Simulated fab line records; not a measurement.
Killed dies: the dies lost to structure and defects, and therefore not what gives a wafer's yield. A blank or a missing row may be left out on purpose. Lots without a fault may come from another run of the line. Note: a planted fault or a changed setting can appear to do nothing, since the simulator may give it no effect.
fab line records -- flow nand-harc
record lots=14, wafers=42, last-day=33
route steps=1302 shown A_BLC@1133 A_M0@1153 END@1302
lots with no fault: from the same line, run without faults
start-h: hours from the record's opening day to when the first of the lot's shown wafers began -- wait-h: time in hours since the lot's previous step -- " unchanged from the row above -- L1.1+2: a row that stands for several wafers -- - value missing, or start not given -- * or withheld: withheld -- < > ~ a bound
route shown NAME@n: a module of which the file shows steps, and the number in the route of the first -- usual: the fault-free wafers' mean and standard deviation -- same: alike in all rows -- chamber/n: place in a boat -- sites: readings site by site -- _std_site: the standard deviation of these -- _edge_site: mean of outer sites minus mean of inner sites -- radius-mm: how far each site lies from the wafer's centre -- mask NAME#n: copy n -- behind: the tool/chamber that last shaped the wafer -- hold: reason for holding the lot/hours on hold/outcome of the hold -- device: which transistor (n, p or np) failed to switch -- end of line: the route-end tests of the same wafers -- a step with no rows: only its recipe -- killed: dies that structure and defects cost at the first sort, which is not the same as the wafer's yield -- map: shows each die of a wafer: x if killed, . if not, _ if none is there
set.NAME: the setting as run; set.NAME@STEP: as run at that earlier step -- model.NAME: the simulator's own value behind a step, which no gauge read
one table for each step of the route and one row for each wafer, over a sample of lots
services: from which hour (start-h, from the record's first day; less than 0 if before it) a tool's chamber was out of use, for how many hours, and why
## steps
# step NHARC_A_BLC_CMP_25
# recipe t-overpolish-s=30, target-thk-nm=150
# usual motor-current-A=11.8/1.2, overpolish-run-s=30.000/0.0093, slurry-filter-dp-kPa=13.51/0.13, time-to-endpoint-s=30.9/2.6
lot.wafer,tool,chamber,start-h,wait-h,motor-current-A,overpolish-run-s,slurry-filter-dp-kPa,time-to-endpoint-s
L268.4,cmp-01,1,507.21,0.3,11.0,30.001,13.53,29.2
L268.2,cmp-01,2,507.21,0.3,11.2,30.007,13.68,28.0
L268.1,cmp-01,3,507.21,0.3,10.1,30.004,13.50,30.4
L271.2,cmp-03,0,536.43,0.5,12.4,29.997,13.79,26.1
L271.3,cmp-03,3,536.43,0.5,13.1,29.988,13.17,32.8
L271.6,cmp-03,1,536.43,0.5,10.9,30.009,13.49,29.4
L273.2,cmp-04,3,568.74,0.5,14.6,30.003,13.23,31.1
L273.5,cmp-04,1,568.74,0.5,12.2,29.999,13.54,35.2
L273.6,cmp-04,2,568.74,0.5,10.7,30.015,13.50,28.6
L275.4,cmp-03,0,591.83,0.3,12.1,30.000,13.61,27.1
L275.3,cmp-03,2,591.83,0.3,10.8,29.996,13.53,34.0
L275.6,cmp-03,3,591.83,0.3,12.6,30.000,13.60,32.8
L274.3,cmp-03,0,598.13,0.3,12.1,30.003,13.57,27.4
L274.1,cmp-03,1,598.13,0.3,11.1,30.014,13.63,30.8
L274.5,cmp-03,0,598.13,0.3,12.0,30.016,13.34,26.6
L279.3,cmp-04,1,621.18,0.2,11.8,30.009,13.36,32.3
L279.1,cmp-04,3,621.18,0.2,15.1,30.000,13.50,29.7
L279.2,cmp-04,0,621.18,0.2,12.4,30.011,13.63,34.1
L281.1,cmp-04,0,664.83,0.4,12.2,30.011,13.28,31.0
L281.2,cmp-04,1,664.83,0.4,11.8,29.991,13.20,32.7
L281.6,cmp-04,3,664.83,0.4,14.3,30.003,13.40,29.4
L284.1,cmp-03,2,668.06,0.5,11.2,30.013,13.47,33.0
L284.3,cmp-03,3,668.06,0.5,13.4,30.006,13.65,29.1
L284.5,cmp-03,2,668.06,0.5,11.4,29.996,13.44,32.0
L285.3,cmp-03,0,694.16,0.3,12.0,29.998,13.49,24.5
L285.4,cmp-03,1,694.16,0.3,11.3,30.011,13.34,30.9
L285.6,cmp-03,2,694.16,0.3,11.1,29.997,13.49,29.3
L287.2,cmp-03,3,705.17,0.4,13.2,29.984,13.49,30.4
L287.1,cmp-03,0,705.17,0.4,12.2,30.000,13.58,25.5
L287.3,cmp-03,1,705.17,0.4,11.1,29.993,13.53,31.9
L288.4,cmp-01,3,711.77,0.2,10.1,29.991,13.66,28.0
L288.2,cmp-01,0,711.77,0.2,10.7,30.020,13.42,33.2
L288.1,cmp-01,1,711.77,0.2,10.7,30.001,13.38,30.5
L286.1,cmp-04,0,712.02,0.4,12.6,30.006,13.37,33.5
L286.3,cmp-04,1,712.02,0.4,12.1,29.998,13.54,33.3
L286.2,cmp-04,2,712.02,0.4,10.5,30.008,13.49,31.4
L289.2,cmp-04,3,721.41,0.4,14.6,29.995,13.45,29.5
L289.3,cmp-04,0,721.41,0.4,12.7,29.994,13.68,33.9
L289.6,cmp-04,0,721.41,0.4,12.1,30.002,13.50,34.9
L291.3,cmp-04,2,737.46,0.2,10.5,30.001,13.67,24.5
L291.2,cmp-04,1,737.46,0.2,12.0,29.999,13.65,31.1
L291.6,cmp-04,2,737.46,0.2,10.8,30.015,13.70,27.6
# step NHARC_A_M0_CD_MEAS_16
# usual cd-nm=80.1/0.88
lot.wafer,tool,chamber,start-h,wait-h,cd-nm
L268.1,cd-sem-02,-,508.97,-,80.0
L268.2,cd-sem-02,-,508.97,-,80.8
L268.4,cd-sem-02,-,508.97,-,80.1
L271.2,cd-sem-02,-,538.14,-,79.9
L271.3,cd-sem-02,-,538.14,-,80.3
L271.6,cd-sem-02,-,538.14,-,79.6
L273.2,cd-sem-02,-,570.92,-,79.9
L273.5,cd-sem-02,-,570.92,-,79.9
L273.6,cd-sem-02,-,570.92,-,80.8
L275.3,cd-sem-03,-,593.62,-,79.9
L275.4,cd-sem-03,-,593.62,-,81.5
L275.6,cd-sem-03,-,593.62,-,80.4
L274.1,cd-sem-02,-,599.80,-,82.1
L274.3,cd-sem-02,-,599.80,-,80.7
L274.5,cd-sem-02,-,599.80,-,80.6
L279.1,cd-sem-03,-,623.00,-,80.0
L279.2,cd-sem-03,-,623.00,-,79.8
L279.3,cd-sem-03,-,623.00,-,79.9
L281.1,cd-sem-02,-,666.59,-,81.1
L281.2,cd-sem-02,-,666.59,-,79.1
L281.6,cd-sem-02,-,666.59,-,80.5
L284.1,cd-sem-03,-,669.93,-,80.8
L284.3,cd-sem-03,-,669.93,-,80.3
L284.5,cd-sem-03,-,669.93,-,80.0
L285.3,cd-sem-02,-,695.77,-,79.6
L285.4,cd-sem-02,-,695.77,-,79.5
L285.6,cd-sem-02,-,695.77,-,79.6
L287.1,cd-sem-01,-,706.81,-,79.8
L287.2,cd-sem-01,-,706.81,-,80.3
L287.3,cd-sem-01,-,706.81,-,78.7
L288.1,cd-sem-01,-,713.44,-,79.1
L288.2,cd-sem-01,-,713.44,-,80.5
L288.4,cd-sem-01,-,713.44,-,79.8
L286.1,cd-sem-01,-,713.71,-,79.0
L286.2,cd-sem-01,-,713.71,-,79.4
L286.3,cd-sem-01,-,713.71,-,81.5
L289.2,cd-sem-01,-,723.24,-,80.0
L289.3,cd-sem-01,-,723.24,-,80.2
L289.6,cd-sem-01,-,723.24,-,79.8
L291.2,cd-sem-03,-,739.26,-,79.4
L291.3,cd-sem-03,-,739.26,-,78.2
L291.6,cd-sem-03,-,739.26,-,78.9
# step NHARC_A_M0_PRE_CLEAN_29
# recipe time-s=30, temp-c=280, gas=H2/He
# usual heater-power-w=399/34
# same time-s=30
lot.wafer,tool,chamber,start-h,wait-h,heater-power-w
L268.4,pvd-sputter-02,-,-,-,341
L268.1,pvd-sputter-02,-,-,-,377
L268.2,pvd-sputter-02,-,-,-,388
L271.3,pvd-sputter-03,-,-,-,422
L271.2,pvd-sputter-03,-,-,-,366
L271.6,pvd-sputter-03,-,-,-,406
L273.2,pvd-sputter-02,-,-,-,417
L273.5,pvd-sputter-02,-,-,-,416
L273.6,pvd-sputter-02,-,-,-,379
L275.4,pvd-sputter-02,-,-,-,349
L275.3,pvd-sputter-02,-,-,-,381
L275.6,pvd-sputter-02,-,-,-,376
L274.3,pvd-sputter-02,-,-,-,396
L274.1,pvd-sputter-02,-,-,-,338
L274.5,pvd-sputter-02,-,-,-,383
L279.2,pvd-sputter-02,-,-,-,343
L279.1,pvd-sputter-02,-,-,-,384
L279.3,pvd-sputter-02,-,-,-,408
L281.2,pvd-sputter-03,-,-,-,399
L281.1,pvd-sputter-03,-,-,-,436
L281.6,pvd-sputter-03,-,-,-,432
L284.1,pvd-sputter-03,-,-,-,408
L284.3,pvd-sputter-03,-,-,-,425
L284.5,pvd-sputter-03,-,-,-,406
L285.3,pvd-sputter-02,-,-,-,340
L285.4,pvd-sputter-02,-,-,-,374
L285.6,pvd-sputter-02,-,-,-,411
L287.1,pvd-sputter-01,-,-,-,469
L287.2,pvd-sputter-01,-,-,-,414
L287.3,pvd-sputter-01,-,-,-,419
L288.4,pvd-sputter-02,-,-,-,337
L288.1,pvd-sputter-02,-,-,-,413
L288.2,pvd-sputter-02,-,-,-,408
L286.1,pvd-sputter-03,-,-,-,420
L286.3,pvd-sputter-03,-,-,-,428
L286.2,pvd-sputter-03,-,-,-,377
L289.2,pvd-sputter-01,-,-,-,424
L289.3,pvd-sputter-01,-,-,-,428
L289.6,pvd-sputter-01,-,-,-,397
L291.3,pvd-sputter-01,-,-,-,428
L291.2,pvd-sputter-01,-,-,-,400
L291.6,pvd-sputter-01,-,-,-,472
# step NHARC_A_M0_PVD_21
# recipe target-thk-a=300, chamber-pressure-pa=5, power-w=5000, substrate-temp-c=30, time-s=20.49, material=Cu
# usual cathode-dc-power-W=5000.0/0.94, chamber-pressure-pa=5.000/0.0097, throttle-valve-pct=30.0/0.91, time-s=20.49/0
lot.wafer,tool,chamber,start-h,wait-h,cathode-dc-power-W,chamber-pressure-pa,throttle-valve-pct,time-s
L268.2,pvd-sputter-02,-,509.83,-,4999.3,4.975,28.7,20.49
L268.4,pvd-sputter-02,-,509.83,-,5002.2,5.007,31.4,20.49
L268.1,pvd-sputter-02,-,509.83,-,4998.3,4.994,29.7,20.49
L271.2,pvd-sputter-03,-,539.06,-,5000.4,4.995,30.0,20.49
L271.3,pvd-sputter-03,-,539.06,-,5000.2,5.011,29.0,20.49
L271.6,pvd-sputter-03,-,539.06,-,5000.8,5.013,30.6,20.49
L273.2,pvd-sputter-02,-,571.79,-,-,-,-,-
L273.6,pvd-sputter-02,-,571.79,-,-,-,-,-
L273.5,pvd-sputter-02,-,571.79,-,-,-,-,-
L275.3,pvd-sputter-02,-,594.45,-,-,-,-,-
L275.4,pvd-sputter-02,-,594.45,-,-,-,-,-
L275.6,pvd-sputter-02,-,594.45,-,-,-,-,-
L274.1,pvd-sputter-02,-,600.64,-,4999.2,4.999,28.4,20.49
L274.3,pvd-sputter-02,-,600.64,-,5001.8,4.985,29.9,20.49
L274.5,pvd-sputter-02,-,600.64,-,4999.1,4.995,28.4,20.49
L279.3,pvd-sputter-02,-,623.91,-,4998.7,4.995,31.6,20.49
L279.2,pvd-sputter-02,-,623.91,-,5000.9,4.981,29.5,20.49
L279.1,pvd-sputter-02,-,623.91,-,5000.7,4.997,31.1,20.49
L281.1,pvd-sputter-03,-,667.45,-,5000.1,5.002,30.3,20.49
L281.2,pvd-sputter-03,-,667.45,-,5000.8,4.993,29.9,20.49
L281.6,pvd-sputter-03,-,667.45,-,5001.2,4.991,29.0,20.49
L284.3,pvd-sputter-03,-,670.78,-,4999.9,4.989,30.3,20.49
L284.1,pvd-sputter-03,-,670.78,-,5000.3,5.003,30.5,20.49
L284.5,pvd-sputter-03,-,670.78,-,4999.6,5.002,29.9,20.49
L285.3,pvd-sputter-02,-,696.61,-,5000.3,5.004,29.1,20.49
L285.4,pvd-sputter-02,-,696.61,-,5001.1,4.990,32.2,20.49
L285.6,pvd-sputter-02,-,696.61,-,5000.2,4.999,31.8,20.49
L287.1,pvd-sputter-01,-,707.65,-,4999.9,5.007,29.9,20.49
L287.2,pvd-sputter-01,-,707.65,-,5000.0,5.001,29.4,20.49
L287.3,pvd-sputter-01,-,707.65,-,4998.1,4.992,30.1,20.49
L288.4,pvd-sputter-02,-,714.27,-,5000.3,5.000,31.9,20.49
L288.1,pvd-sputter-02,-,714.27,-,4999.8,5.019,29.9,20.49
L288.2,pvd-sputter-02,-,714.27,-,4999.2,5.004,29.1,20.49
L286.1,pvd-sputter-03,-,714.56,-,5001.7,5.004,30.7,20.49
L286.2,pvd-sputter-03,-,714.56,-,4999.0,4.997,29.3,20.49
L286.3,pvd-sputter-03,-,714.56,-,4999.8,4.995,28.6,20.49
L289.3,pvd-sputter-01,-,724.10,-,4999.7,4.982,30.0,20.49
L289.2,pvd-sputter-01,-,724.10,-,4999.6,5.003,30.2,20.49
L289.6,pvd-sputter-01,-,724.10,-,4999.6,4.991,29.9,20.49
L291.3,pvd-sputter-01,-,740.11,-,5000.8,5.003,30.1,20.49
L291.2,pvd-sputter-01,-,740.11,-,5000.0,5.004,29.8,20.49
L291.6,pvd-sputter-01,-,740.11,-,4999.0,5.009,30.1,20.49
# step NHARC_END_SORT_01
# recipe temp-c=25
# usual defect-limited-yield=91.1/2.9, killed-at-array=55/20, killed-at-other=1.1/1.2, killed-at-periphery=3.8/2.8, killed-dies=60/19, killed-open=3.4/1.9, killed-short=2.2/1.5
# same gross-dies=677
lot.wafer,tool,chamber,start-h,wait-h,defect-limited-yield[%],killed-at-array,killed-at-other,killed-at-periphery,killed-dies,killed-open,killed-short
L275.3,prober-02,0,634.91,3.1,0,671,6,0,677,5,2
L275.4,prober-02,0,635.71,3.4,0,672,3,2,677,3,3
L275.6,prober-02,0,637.31,4.0,0,674,1,2,677,7,2
# killed by level:class
L275.3 A_M0:area-pvd=651 A_CHANNEL_HOLE_D2:chamber-film-flake=7 THIN_TSV:chamber-film-flake=6 A_CHANNEL_HOLE_D1:chamber-film-flake=2 A_DECK1_JOINT:chamber-film-flake=2 A_ONON_D1:geometric-particle:open=1 A_ONON_D1:geometric-particle:short=1 A_CHANNEL_FILL_D1:geometric-particle:open=1
L275.4 A_M0:area-pvd=643 A_CHANNEL_HOLE_D2:chamber-film-flake=14 THIN_TSV:chamber-film-flake=3 A_STAIRCASE:chamber-film-flake=2 A_DECK1_JOINT:geometric-particle:short=2 A_ZERO_WELL:chamber-film-flake=2 A_CHANNEL_HOLE_D1:chamber-film-flake=2 A_SLIT:chamber-film-flake=2
L275.6 A_M0:area-pvd=644 A_CHANNEL_HOLE_D2:chamber-film-flake=14 A_CHANNEL_HOLE_D1:chamber-film-flake=4 A_CHANNEL_FILL_D1:geometric-particle:open=3 A_CONTACT:chamber-film-flake=2 P_CONTACT:geometric-particle:open=1 P_M0:geometric-particle:open=1 A_SOURCE_PLATE:geometric-particle:short=1
## services
tool,chamber,start-h,hours,kind
cmp-03,-,496.10,4.4,repair
cmp-04,-,496.82,1.0,repair
cmp-03,-,502.14,0.7,repair
cmp-04,-,503.14,4.0,pm
cmp-04,-,508.03,5.6,repair
pvd-sputter-03,-,526.04,10.0,pm
cmp-04,-,542.58,2.1,repair
cmp-03,-,554.29,4.0,pm
cmp-03,-,568.83,0.8,repair
pvd-sputter-01,-,571.49,10.4,repair
cmp-04,-,576.37,1.1,repair
cmp-04,-,580.62,0.4,repair
pvd-sputter-01,-,582.92,10.0,pm
cmp-04,-,601.14,4.0,pm
pvd-sputter-03,-,637.47,4.3,repair
pvd-sputter-02,-,638.96,10.0,pm
cmp-04,-,644.88,5.8,repair
cmp-03,-,652.31,4.0,pm
cmp-03,-,660.75,0.5,repair
cmp-04,-,663.65,0.8,repair
cmp-04,-,665.70,2.4,repair
pvd-sputter-02,-,683.60,11.2,repair
pvd-sputter-03,-,704.04,10.0,pm
pvd-sputter-02,-,727.74,30.5,repair
## key
first-sign step=NHARC_A_M0_PVD_21, reading=tool-record, direction=missing
effect step=NHARC_END_SORT_01, reading=defect-limited-yield, direction=down, sigmas=32, usual=91.1, struck=0
more-kills-born-at NHARC_A_M0_PVD_21@pvd-sputter-02=1938
met-at NHARC_A_M0_PVD_21
struck-lots L273,L275
later-rows-left-out L273.2,L273.5,L273.6,L275.3,L275.4,L275.6
sort-left-out L273.2,L273.5,L273.6
not-acting-at NHARC_A_BLC_CMP_25,NHARC_A_M0_CD_MEAS_16,NHARC_A_M0_PRE_CLEAN_29
onset-between 509.83 571.79
fault kind=skipped-step-whole, tool=pvd-sputter-02, chamber=-, onset-h=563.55, steps=NHARC_A_M0_PVD_21, scope=struck-lots-only
# sort-left-out: the simulated sort isn't trusted on such a fault, so these wafers' sort isn't shown, and their yield isn't known
# later-rows-left-out: the simulator's readings of these wafers behind a module that went badly wrong aren't trusted and aren't shown, but for the sort
